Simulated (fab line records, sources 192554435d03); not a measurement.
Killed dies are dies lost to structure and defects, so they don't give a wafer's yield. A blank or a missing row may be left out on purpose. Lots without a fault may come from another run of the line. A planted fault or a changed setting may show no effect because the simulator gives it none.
Split-lot experiment | flow n5_finfet | 7 lots, 21 wafers read, on a route of 1938 steps

THE SPLIT
At N5_BEOL_M7_EXPOSE_25 (exposes mask V6, target cd 40 nm), the setting dose_mj was moved away from the recipe's 42.5 on 9 of the 21 wafers read, by -4.3% to +3.6%. The other wafers ran this setting at the recipe's value.

FROM THE SPLIT TO THE READING: what the file shows between them, 2 steps
- N5_BEOL_M7_PEB_26: peb time 60 s
- N5_BEOL_M7_DEVELOP_27: develop time 30 s

THE READING
cd_nm, in nm, at N5_BEOL_M7_CD_MEAS_28 (target cd 40 nm). Fault-free wafers of this fab line usually give 40.12 nm, standard deviation 0.23 nm.

wafer  | tool, chamber at the split | dose_mj as run | against the recipe | cd_nm, nm | against lot-mates on the recipe
L077.1 | euv_scanner-02, 0          | 42.5           | recipe             | 40.43     | -
L077.2 | euv_scanner-02, 0          | 41.24          | -3.0%              | 39.16     | -1.31
L077.3 | euv_scanner-02, 0          | 42.5           | recipe             | 40.50     | -
L078.3 | euv_scanner-02, 0          | 42.5           | recipe             | 40.18     | -
L078.4 | euv_scanner-02, 0          | 42.5           | recipe             | 40.14     | -
L078.5 | euv_scanner-02, 0          | 40.68          | -4.3%              | 39.15     | -1.01
L079.2 | euv_scanner-01, 0          | 41.42          | -2.5%              | 39.56     | -0.87
L079.4 | euv_scanner-01, 0          | 41.42          | -2.5%              | 39.71     | -0.72
L079.5 | euv_scanner-01, 0          | 42.5           | recipe             | 40.43     | -
L080.3 | euv_scanner-01, 0          | 41.52          | -2.3%              | 40.14     | -0.38
L080.4 | euv_scanner-01, 0          | 42.5           | recipe             | 40.52     | -
L080.5 | euv_scanner-01, 0          | 41.52          | -2.3%              | 39.67     | -0.85
L091.4 | euv_scanner-01, 0          | 41.02          | -3.5%              | 39.37     | -0.83
L091.5 | euv_scanner-01, 0          | 42.5           | recipe             | 40.27     | -
L091.6 | euv_scanner-01, 0          | 42.5           | recipe             | 40.13     | -
L094.2 | euv_scanner-01, 0          | 42.5           | recipe             | 40.09     | -
L094.3 | euv_scanner-01, 0          | 42.5           | recipe             | 40.06     | -
L094.4 | euv_scanner-01, 0          | 42.5           | recipe             | 40.07     | -
L095.2 | euv_scanner-01, 0          | 44.04          | +3.6%              | 40.78     | +0.56
L095.3 | euv_scanner-01, 0          | 42.5           | recipe             | 40.22     | -
L095.5 | euv_scanner-01, 0          | 44.04          | +3.6%              | 41.09     | +0.87

THE FIT
A straight line over all 21 wafers: cd_nm changes by +0.228 nm for each +1% of dose_mj; r = +0.92; the points scatter about the line by 0.2 nm.
The same after taking each lot's own level away (the mean of its wafers on the recipe; 21 wafers): +0.251 nm for each +1%; r = +0.95; scatter 0.17 nm.
On that fit, the largest move of dose_mj shifts the reading by 1.1 nm.
The lots' own levels span 40.073 to 40.520 nm, that is 1.9 times the standard deviation above.
So the lot-to-lot level changes the slope little: the two slopes agree.
Check: with one of the wafers moved furthest among these (-4.3%) left out of the fit, the line predicts -1.17 nm for it against its lot-mates. It came out at -1.01 nm against them.

THE WHOLE CHAIN: every reading that the file lists as answering this split, in the file's order
step                  | what it does                                                        | reading                                                        | change (the file's fit)               | r (the file's)
N5_BEOL_M7_CD_MEAS_28 | target cd 40 nm                                                     | cd_nm                                                          | +0.266 nm for each +1% of the setting | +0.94
N5_BEOL_M7_ETCH_72    | etches underlayer in N2/H2, target depth 6.5 nm, time 5.2 s         | BEOL_M7.cd_nm (the simulator's own value, which no gauge read) | +0.22 nm for each +1% of the setting  | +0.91
N5_BEOL_M7_ETCH_65    | etches SiARC in CF4, target depth 15.6 nm, time 26 s                | BEOL_M7.cd_nm (the simulator's own value, which no gauge read) | +0.245 nm for each +1% of the setting | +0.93
N5_BEOL_M7_ETCH_66    | etches SOC in N2/H2, target depth 80 nm, overetch 16 nm, time 120 s | BEOL_M7.cd_nm (the simulator's own value, which no gauge read) | +0.23 nm for each +1% of the setting  | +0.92

THE FILE'S OWN FIT
cd_nm changes by +0.266 nm for each +1% of dose_mj, r = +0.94.
